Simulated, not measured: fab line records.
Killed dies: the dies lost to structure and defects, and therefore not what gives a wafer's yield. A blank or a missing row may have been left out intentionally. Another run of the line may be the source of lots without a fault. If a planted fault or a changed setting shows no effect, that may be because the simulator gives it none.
fab line records | flow n5-finfet
record lots=5 wafers=15 last-day=18
route steps=1938 shown STI_FIN_REVEAL@209 DUMMY_GATE@212 ILD0@338 BEOL_M4@1111
lots that met no fault: from a run of the same line without faults
start-h: hours from the record's first day to the start of the lot's first wafer shown | wait-h: hours elapsed since this lot's preceding step | " as in the row above | L1.1+2: a single row standing in for several wafers | - no value, or no start given | * or withheld: withheld | < > ~ a bound
route shown NAME@n: names a module that has steps shown in the file, with the first one's number in the route | usual: the fault-free wafers' mean and standard deviation | same: alike in all rows | chamber/n: place in a boat | sites: readings site by site | _std_site: their standard deviation | _edge_site: mean of outer sites minus mean of inner sites | radius-mm: for every site, how far away it sits from the centre of the wafer | mask NAME#n: copy n | behind: the most recent tool/chamber to have shaped the wafer | hold: what put the lot on hold/how long, in hours/how the hold closed | device: whichever transistor did not switch (one of n, p or np) | end of line: the tests these same wafers got at the end of their route | a step without rows: its recipe alone | killed: not the wafer's yield, but the dies lost to structure and defects at the first sort | map: the dies of a wafer, with x for killed, . for not killed, _ for no die there
set.NAME: the setting as run; set.NAME@STEP: as run at that earlier step | model.NAME: the simulator's own value behind a step, which no gauge read
lots seen at some steps along the route; tables by step, rows by wafer
services: when a tool's chamber went out of use (start-h, in hours from the record's first day, below 0 if earlier), for how many hours, and the reason
## steps
# step N5_STI_FIN_REVEAL_PRECLEAN_18
# recipe chemistry=SC2 time-s=45 temp-c=35 mix=1:1:50
# step N5_STI_FIN_REVEAL_SRD_28
# recipe dry=ipa-marangoni time-s=30 temp-c=23 rinse-liquid=diw
# step N5_DUMMY_GATE_PRECLEAN_00
# recipe chemistry=O3/DIW time-s=60 temp-c=22 o3-ppm=10
# step N5_DUMMY_GATE_SRD_01
# recipe time-s=30 temp-c=23 rinse-liquid=diw dry=ipa-marangoni
# step N5_DUMMY_GATE_ALD_02
# recipe material=SiO2 target-thk-a=20 temp-c=300 ald-precursor-family=BDEAS ald-co-reactant=O2-plasma pulse-time-s=1 pressure-torr=2
# step N5_DUMMY_GATE_CVD_03
# recipe material=a-Si target-thk-a=1500 temp-c=530 precursor=SiH4 time-s=8042
# step N5_DUMMY_GATE_PRECLEAN_46
# recipe chemistry=DIW time-s=89.5 temp-c=23
# step N5_DUMMY_GATE_SRD_47
# recipe dry-time-s=32 dry=n2-spin spin-rpm=1500
# step N5_DUMMY_GATE_CMP_04
# recipe material=a-Si post-cmp-clean=alkaline-brush
# step N5_DUMMY_GATE_HM_DEP_06
# recipe material=SiNx target-thk-a=800 precursor=DCS/NH3 temp-c=700 pressure-mtorr=300 time-s=5141
# usual spike-tc-lower-C=701.2/0.59 spike-tc-top-C=718/4.7
# columns lot.wafer tool chamber start-h wait-h spike-tc-lower-C spike-tc-top-C model.SiNx_of_DUMMY_GATE_HM_DEP_06.thk-nm
L935.1 lpcvd-01 1/15 60.48 0.0 701.8 714 79.8
L935.5 " 1/34 " " 701.8 714 79
L935.6 " 1/39 " " 701.8 714 78.8
L939.1 lpcvd-01 1/65 83.50 0.0 701.9 714 134.6
L939.4 " 1/79 " " 701.9 714 134
L939.5 " 1/84 " " 701.9 714 134.2
L940.1 lpcvd-01 0/90 89.61 0.0 701.7 723 135.8
L940.2 " 0/95 " " 701.7 723 135
L940.6 " 0/114 " " 701.7 723 135.6
L941.1 lpcvd-01 0/65 97.19 0.0 700.6 723 135.8
L941.2 " 0/70 " " 700.6 723 135.4
L941.4 " 0/79 " " 700.6 723 135.6
L954.2 lpcvd-02 0/95 173.90 0.0 700.7 716 80.6
L954.3 " 0/100 " " 700.7 716 79.6
L954.4 " 0/104 " " 700.7 716 79.8
# step N5_DUMMY_GATE_PECVD_30
# recipe material=SiO2 target-thk-a=550 temp-c=400 precursor=TEOS/O2 pressure-torr=6.5 rf-w=withheld teos-flow-sccm=withheld gas=O2 flow-sccm=2650 time-s=10.8
# step N5_DUMMY_GATE_COAT_34
# recipe resist=SOC temp-c=250 time-s=60 spin-rpm=1500 resist-thk-nm=60
# step N5_DUMMY_GATE_COAT_35
# recipe resist=SiARC temp-c=220 time-s=60 spin-rpm=1500 resist-thk-nm=10
# step N5_DUMMY_GATE_COAT_28
# recipe resist=underlayer temp-c=205 time-s=60 spin-rpm=1500 resist-thk-nm=10
# step N5_DUMMY_GATE_COAT_09
# recipe resist=CAR-EUV spin-rpm=1500 resist-thk-nm=30
# step N5_DUMMY_GATE_EBR_11
# recipe solvent=PGMEA ebr-width-mm=1.5
# step N5_DUMMY_GATE_SOFTBAKE_10
# recipe temp-c=110 time-s=60 resist=CAR-EUV
# step N5_DUMMY_GATE_EXPOSE_12
# recipe mask-id=GATE na=0.33 source-shape=annular sigma-inner=0.2 sigma-outer=0.6 polarization=unpolarized target-cd-nm=25 dose-mj=34
# step N5_DUMMY_GATE_PEB_13
# recipe peb-temp-c=100 peb-time-s=60 resist=CAR-EUV
# step N5_DUMMY_GATE_DEVELOP_14
# recipe develop-time-s=30 developer=TMAH resist=CAR-EUV rinse-liquid=surfactant-rinse dry=air-spin dev-temp-c=23
# step N5_DUMMY_GATE_DESCUM_20
# recipe chemistry=O2 time-s=6.2 source-power-w=50 bias-power-w=20 pressure-mtorr=20 rf-frequency-hz=2.712e+07 temp-c=40 resist=CAR-EUV o2-flow-sccm=225
# step N5_DUMMY_GATE_ETCH_29
# recipe chemistry=N2/H2 target=underlayer target-depth-a=130 ion-energy-ev=200 pressure-mtorr=30 source-w=840 bias-w=150 n2-flow-sccm=200 h2-flow-sccm=200
# step N5_DUMMY_GATE_ETCH_36
# recipe chemistry=CF4 target=SiARC target-depth-a=130 pressure-mtorr=40 source-w=545 bias-w=36 Ar_flow_sccm=100 cf4-flow-sccm=100 ion-energy-ev=80
# step N5_DUMMY_GATE_ETCH_37
# recipe chemistry=N2/H2 target=SOC target-depth-a=600 overetch-a=300 temp-c=40 ion-energy-ev=200 pressure-mtorr=30 source-w=840 bias-w=150 n2-flow-sccm=200 h2-flow-sccm=200
# step N5_DUMMY_GATE_STRIP_38
# recipe chemistry=N2/H2 temp-c=40 n2-flow-sccm=200 h2-flow-sccm=200 rf-frequency-hz=6e+07
# step N5_DUMMY_GATE_STRIP_39
# recipe chemistry=N2/H2 temp-c=40 n2-flow-sccm=200 h2-flow-sccm=200 rf-frequency-hz=6e+07
# step N5_DUMMY_GATE_TRIM_49
# recipe chemistry=O2 resist=SOC time-s=29 target-cd-nm=14 source-power-w=300 bias-power-w=0 O2_flow_sccm=100 temp-c=20
# step N5_DUMMY_GATE_STRIP_40
# recipe chemistry=CF4 resist=SiARC power-w=300 bias-power-w=75 pressure-mtorr=50 cf4-flow-sccm=150 rf-frequency-hz=6e+07
# step N5_DUMMY_GATE_ETCH_31
# recipe chemistry=C4F6/O2 target=SiO2 mask-material=SOC target-depth-a=825 time-s=27.5 ion-energy-ev=250 pressure-mtorr=30 source-w=345 bias-w=185 Ar_flow_sccm=300 C4F6_flow_sccm=10 O2_flow_sccm=10
# step N5_DUMMY_GATE_STRIP_41
# recipe chemistry=O2 power-w=400 temp-c=40 pressure-mtorr=30 rf-frequency-hz=6e+07 bias-power-w=0 overash-fraction=0.3 o2-flow-sccm=225
# step N5_DUMMY_GATE_HM_OPEN_21
# recipe chemistry=CH3F/O2 target=SiNx target-depth-a=1200 Ar_flow_sccm=150 CH3F_flow_sccm=30 O2_flow_sccm=23 time-s=171.4 pressure-mtorr=30 source-w=395 bias-w=73 ion-energy-ev=120.7
# step N5_DUMMY_GATE_ETCH_32
# recipe chemistry=CF4 target=SiO2 target-depth-a=35 time-s=3.9 ion-energy-ev=350 pressure-mtorr=10 icp-w=800 bias-w=400 cf4-flow-sccm=80
# step N5_DUMMY_GATE_ETCH_23
# recipe chemistry=HBr/Cl2/O2 HBr_flow_sccm=150 Cl2_flow_sccm=80 O2_flow_sccm=12 bias-w=102 target-depth-a=410 time-s=22.3 target=poly-Si mask-material=SiO2 pressure-mtorr=10 icp-w=800
# step N5_DUMMY_GATE_ETCH_44
# recipe chemistry=HBr/O2 over-etch-frac=0.7 target-depth-a=1275 stop-on=SiO2 ion-energy-ev=60 bias-w=20 target=poly-Si mask-material=SiO2 pressure-mtorr=20 icp-w=400 HBr_flow_sccm=120 O2_flow_sccm=10
# step N5_ILD0_CMP_03
# recipe stop-on=SiNx t-overpolish-s=1.9 post-cmp-clean=alkaline-brush down-force-psi=4.1491 platen-rpm=51.796 pad-velocity-m-s=1.0306 target-thk-nm=197.38
# usual motor-current-A=12.8/1.2 overpolish-run-s=1.900/0.0091 pad-life-wafers=1154/570 retaining-ring-pressure-frac=1.000/0.0048 time-to-endpoint-s=68/3.2
# columns lot.wafer tool chamber start-h wait-h motor-current-A overpolish-run-s pad-life-wafers retaining-ring-pressure-frac time-to-endpoint-s model.SiNx_of_DUMMY_GATE_HM_DEP_06.thk-nm
L935.1 cmp-03 2 79.80 0.1 10.8 1.908 895 0.995 69 76.8
L935.6 " 1 " " 11.6 1.907 - 1.006 67 75.8
L935.5 " 2 " " 10.7 1.901 - 0.996 67 76
L939.4 cmp-02 1 102.48 0.0 13.2 1.898 1806 1.003 75 130.8
L939.1 " 0 " " 14.1 1.914 1809 0.997 72 131.6
L939.5 " 1 " " 13.2 1.901 - 0.997 74 131
L940.2 cmp-02 1 108.75 0.1 13.3 1.897 1892 1.004 72 131.8
L940.1 " 2 " " 13.7 1.908 1893 1.005 73 132.8
L940.6 " 3 " " 12.8 1.903 - 0.997 69 132.6
L941.2 cmp-02 3 115.65 0.0 12.6 1.897 1956 0.997 67 132.4
L941.1 " 0 " " 13.2 1.895 1957 1.002 68 132.6
L941.4 " 2 " " 14.0 1.890 1959 1.000 69 132.4
L954.3 cmp-02 0 194.48 0.0 13.6 1.902 564 1.002 65 76.6
L954.4 " 2 " " 13.4 1.900 566 1.000 68 76.8
L954.2 " 3 " " 12.3 1.914 567 1.002 64 77.6
# step N5_BEOL_M4_RC_MEAS_101
# usual DIBL_N=36.4/1.2 DIBL_P=36.1/1.6 IOFF_N=0.156/0.024 IOFF_P=0.21/0.031 ION_N=674/11 ION_P=463/6.9 SS_N=71.5/0.5 SS_P=73.2/0.55 VT_N=250.0/2.9 VT_P=-250/3.6
# columns lot.wafer tool chamber start-h wait-h DIBL_N[mV/V] DIBL_P[mV/V] IOFF_N[nA/um] IOFF_P[nA/um] ION_N[uA/um] ION_P[uA/um] SS_N[mV/dec] SS_P[mV/dec] VT_N[mV] VT_P[mV]
L935.1 prober-02 0 174.27 0.0 35.8 36.7 0.163 0.19 665 449 71.5 73.8 248.6 -254
L935.5 " 0 " " 36.0 36.5 0.157 0.19 672 458 71.7 74.4 250.7 -254
L935.6 " 0 " " 35.5 36.7 0.159 0.20 675 458 71.4 73.6 247.7 -253
L939.1 prober-02 0 195.83 0.0 37.4 37.2 0.192 0.26 690 480 71.0 74.1 246.9 -245
L939.4 " 0 " " 36.2 35.9 0.174 0.22 694 472 71.1 74.0 248.1 -247
L939.5 " 0 " " 36.4 36.8 0.175 0.26 692 478 70.6 74.5 248.4 -245
L940.1 prober-02 0 202.91 0.0 36.8 37.1 0.146 0.19 665 459 71.8 72.4 252.4 -252
L940.2 " 0 " " 37.5 37.3 0.156 0.20 656 456 71.6 73.0 249.9 -251
L940.6 " 0 " " 37.0 36.8 0.149 0.20 664 458 71.0 72.0 250.7 -251
L941.1 prober-02 0 222.04 0.0 37.5 36.4 0.172 0.22 685 467 71.2 73.5 246.1 -250
L941.2 " 0 " " 37.3 35.5 0.169 0.21 681 462 71.3 73.1 249.6 -248
L941.4 " 0 " " 36.9 35.9 0.167 0.21 680 466 71.2 73.2 246.6 -248
L954.2 prober-02 0 314.79 0.2 36.5 37.3 0.168 0.22 673 464 71.8 73.5 247.5 -250
L954.3 " 0 " " 38.1 38.8 0.196 0.24 689 466 71.8 74.1 246.7 -246
L954.4 " 0 " " 35.9 35.8 0.140 0.19 659 459 71.7 73.5 252.1 -250
## services
# columns tool chamber start-h hours kind
lpcvd-01 - 44.03 6.0 pm
cmp-02 - 54.81 2.2 repair
cmp-02 - 61.05 2.4 repair
cmp-02 - 69.70 1.7 repair
cmp-02 - 104.25 0.9 repair
cmp-03 - 106.39 1.6 repair
cmp-03 - 120.56 4.7 pm
cmp-02 - 124.95 4.0 pm
cmp-02 - 128.95 - consumable-replace:conditioner
cmp-02 - 128.95 - consumable-replace:pad
cmp-03 - 133.54 4.0 repair
cmp-03 - 167.87 1.6 repair
cmp-03 - 181.19 5.3 repair
cmp-02 - 183.50 0.6 repair
## key
first-sign none at tools or gauges
model-effect step=N5_DUMMY_GATE_HM_DEP_06 value=SiNx_of_DUMMY_GATE_HM_DEP_06.thk-nm without=80.84 struck=135.1
model-effect step=N5_ILD0_CMP_03 value=SiNx_of_DUMMY_GATE_HM_DEP_06.thk-nm without=77.78 struck=132
met-at N5_DUMMY_GATE_HM_DEP_06
struck-wafers L939.1,L939.4,L939.5,L940.1,L940.2,L940.6,L941.1,L941.2,L941.4
rows-end L940.1,L940.2,L940.6,L941.1,L941.2,L941.4
fault kind=process-parameter-drift tool=lpcvd-01 chamber=- onset-h=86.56 steps=N5_DUMMY_GATE_HM_DEP_06 channel=time-s offset=* shape=step acts-in=* stated=*
# rows-end: these wafers met a further fault down the route, and their rows from its step on are left out
